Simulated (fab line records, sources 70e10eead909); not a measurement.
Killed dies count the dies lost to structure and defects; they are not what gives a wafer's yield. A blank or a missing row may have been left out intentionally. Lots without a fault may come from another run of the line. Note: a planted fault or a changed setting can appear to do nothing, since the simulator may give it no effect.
Shared-tool check	flow nand harc	Lots sampled 13, wafers sampled 48

## REASON IT WAS OPENED
Flagged at NHARC_A_ONON_D2_THK_MEAS_14: reading thk nm, on 3 of 13 lots. Wafers without a fault read 1001 nm, standard deviation 10.
Rule: a lot is flagged in two cases, either no wafer of it has a number, or all its wafers with numbers fall more than 4 standard deviations from that mean. As for the other lots, they are considered sound.

lot	measured	on	thk nm (nm), wafer by wafer	flag
L102	day 12 23:38	film metro-02	995 995 995	
L103	day 12 23:38	film metro-02	1001 1002 1000	
L104	day 13 22:46	film metro-02	993 993 994	
L106	day 14 15:34	film metro-02	1006 1008 1007	
L108	day 15 09:14	film metro-02	1005 1005 1005	
L109	day 15 14:47	film metro-02	996 996 998	
L110	day 16 06:44	film metro-02	1003 1005 1004	
L111	day 17 07:59	film metro-02	1012 1011 1012	
L117	day 19 02:29	film metro-02	649 649 648 650 650 649	FLAGGED
L119	day 19 18:01	film metro-02	697 698 699 697 698 699	FLAGGED
L120	day 20 14:18	film metro-02	663 661 661 661 661 664	FLAGGED
L122	day 22 03:52	film metro-01	992 989 991	
L124	day 22 15:43	film metro-01	991 990 991	
Average over the flagged lots: 670 nm; offset from the usual -331 nm, equal to -33 standard deviations.

## EACH LOT AND THE TOOL IT RAN ON
The record holds 1 process step before the reading, out of a route of 1302 steps. In each cell: the tool, then ch and the chambers that the sampled wafers went through, then the start.
lot	flag	NHARC_A_ONON_D2_DEP_12
L102		pecvd onon-01 ch 0, day 12 23:07
L103		pecvd onon-02 ch 0, day 12 23:15
L104		pecvd onon-03 ch 0, day 13 22:26
L106		pecvd onon-01 ch 0, day 14 15:11
L108		pecvd onon-03 ch 0, day 15 08:44
L109		pecvd onon-01 ch 0, day 15 14:17
L110		pecvd onon-01 ch 0, day 16 06:14
L111		pecvd onon-03 ch 0, day 17 07:29
L117	FLAGGED	pecvd onon-03 ch 0, day 19 02:01
L119	FLAGGED	pecvd onon-03 ch 0, day 19 17:30
L120	FLAGGED	pecvd onon-03 ch 0, day 20 13:51
L122		pecvd onon-02 ch 0, day 22 03:28
L124		pecvd onon-02 ch 0, day 22 15:20
What is done by these steps:
- NHARC_A_ONON_D2_DEP_12: target thk 1000 nm.
- NHARC_A_ONON_D2_THK_MEAS_14: measures by ellipsometry.

## FLAGGED AGAINST TOTAL, ONE TOOL AT A TIME (gauges that did the reading follow at the end)
step	tool	lots run	flagged	share of the flagged lots	sound lots run after its first flagged lot
NHARC_A_ONON_D2_DEP_12	pecvd onon-01	4	0	none	-
NHARC_A_ONON_D2_DEP_12	pecvd onon-02	3	0	none	-
NHARC_A_ONON_D2_DEP_12	pecvd onon-03	6	3	all	0
NHARC_A_ONON_D2_THK_MEAS_14	film metro-01	2	0	none	-
NHARC_A_ONON_D2_THK_MEAS_14	film metro-02	11	3	all	0

## WHAT THE TABLE ALLOWS
pecvd onon-03 at NHARC_A_ONON_D2_DEP_12 and film metro-02 at NHARC_A_ONON_D2_THK_MEAS_14 are the 2 rows of the table that ran each flagged lot.
- pecvd onon-03 at NHARC_A_ONON_D2_DEP_12 ran 6 lots, 3 of them flagged. Last sound lot L111 at day 17 07:29, first flagged lot L117 at day 19 02:01; a fault beginning in between fits.
- film metro-02 at NHARC_A_ONON_D2_THK_MEAS_14 ran 11 lots, 3 of them flagged. Last sound lot L111 at day 17 07:59, first flagged lot L117 at day 19 02:29; a fault beginning in between fits.
Counting lots can't tell these 2 tools apart, because each fits a fault that began at some hour. More lots, or a look at what each step does to the wafer, might.

## WHAT THE SIMULATOR HAD PUT IN
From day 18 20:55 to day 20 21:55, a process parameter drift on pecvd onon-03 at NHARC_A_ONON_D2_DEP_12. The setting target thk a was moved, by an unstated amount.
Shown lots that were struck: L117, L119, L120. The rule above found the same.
